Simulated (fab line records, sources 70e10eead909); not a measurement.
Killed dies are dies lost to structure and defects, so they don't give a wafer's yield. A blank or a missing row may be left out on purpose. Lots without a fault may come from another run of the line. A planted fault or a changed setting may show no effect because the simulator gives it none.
A struck lot beside a sound one | flow nand_harc | 15 steps out of a route of 1302
Sound: wafers L946.2, L946.3, L946.6. Struck: wafer L959.4. (L959.3 of the same lot was not struck and is left out.) The cause comes at the end.
At each step with rows: each side's tool, then ch and its chambers, then its first start. Under that, the readings that differ: sound wafers | struck wafers | difference of the means | sigmas: that difference in standard deviations of wafers without a fault.
alike: readings whose means differ by less than 2 such deviations, and words and numbers that are the same on both sides. not compared: withheld readings, readings that some wafer has no value for, bounds like >300 that may hide the same value, and numbers for which the record gives no deviation and whose values overlap.
The two part at a step that has a row with sigmas, a row that says differs or no value, or rows on one side only. Numbers that don't overlap but have no deviation are shown without sigmas and don't part them. A reading that every wafer of one side lacks parts them only if that side has two wafers or more.

NHARC_A_SGD_CUT_INSPECT_11:
  sound on defect_inspect-01, day 21 19:38; struck on defect_inspect-02, day 27 08:03
  alike: raw_defect_count
NHARC_A_SGD_CUT_DESCUM_14: chemistry O2, time 3 s.
  sound on rie_diel-07 ch 0,1,3, day 21 19:42; struck on rie_diel-01 ch 1, day 27 08:07
  reading                | sound                | struck | difference | sigmas
  throttle_valve_pct (%) | 11.308 11.310 11.310 | 11.334 | +0.025     | +3
  alike: drypump_motor_current_A, o2_flow_sccm, oes_product_au, rf_vpp_V, showerhead_plenum_p_Torr
  not compared: rf_hours_counter_h
NHARC_A_SGD_CUT_ETCH_58: etches the open film in CF4, target depth 39 nm, time 65 s.
  sound on rie_diel-07 ch 1,2, day 21 19:47; struck on rie_diel-01 ch 0, day 27 08:12
  alike: drypump_motor_current_A, oes_product_au, rf_vpp_V, showerhead_plenum_p_Torr, throttle_valve_pct
  not compared: rf_hours_counter_h
NHARC_A_SGD_CUT_ETCH_59: etches the open film in N2/H2, target depth 260 nm, time 406.25 s.
  sound on rie_diel-07 ch 1,2,3; struck on rie_diel-01 ch 2
  alike: drypump_motor_current_A, oes_product_au, rf_vpp_V, showerhead_plenum_p_Torr, throttle_valve_pct
  not compared: rf_hours_counter_h
NHARC_A_SGD_CUT_ETCH_15: etches the open film in CH3F/O2, target depth 75 nm, time 64.3 s.
  sound on rie_diel-07 ch 0,2; struck on rie_diel-01 ch 3
  alike: drypump_motor_current_A, o2_flow_sccm, oes_product_au, rf_vpp_V, showerhead_plenum_p_Torr, throttle_valve_pct
  not compared: rf_hours_counter_h
NHARC_A_SGD_CUT_ETCH_16: etches the open film in C4F8/O2/Ar, target depth 310.5 nm, time 155.2 s.
  sound on rie_diel-07 ch 0,1,2; struck on rie_diel-01 ch 2
  alike: oes_product_au, rf_vpp_V
  not compared: rf_hours_counter_h
then, 6 steps without rows for these wafers: NHARC_A_SGD_CUT_STRIP_60 (strips in C4F8/O2/Ar); NHARC_A_SGD_CUT_STRIP_17 (strips in O2); NHARC_A_SGD_CUT_PRECLEAN_18 (cleans in SC1); NHARC_A_SGD_CUT_SRD_19; NHARC_A_SGD_CUT_DEP_20 (deposits SiO2, target thk 150 nm); NHARC_A_SGD_CUT_ANNEAL_27 (time 1800 s).
NHARC_A_SGD_CUT_CMP_21: polishes, target thk 148.19 nm.
  sound on cmp-03 ch 0,1,2, day 22 01:58; struck on cmp-01 ch 3, day 27 14:01
  reading                | sound          | struck | difference | sigmas
  time_to_endpoint_s (s) | 51.2 50.6 50.2 | 25.7   | -25.0      | -11
  alike: motor_current_A, slurry_flow_ml_min
NHARC_A_SGD_CUT_THK_MEAS_22: measures by ellipsometry.
  sound on film_metro-01, day 22 02:11; struck on film_metro-02, day 27 14:17
  alike: thk_nm
then, 1 step without rows for these wafers: NHARC_END_SORT_01.

WHERE THEY PART
First at NHARC_A_SGD_CUT_DESCUM_14; last, within this record, at NHARC_A_SGD_CUT_CMP_21. Later steps at which nothing parts them and some readings are alike: NHARC_A_SGD_CUT_THK_MEAS_22.

WHY: what the simulator had put in
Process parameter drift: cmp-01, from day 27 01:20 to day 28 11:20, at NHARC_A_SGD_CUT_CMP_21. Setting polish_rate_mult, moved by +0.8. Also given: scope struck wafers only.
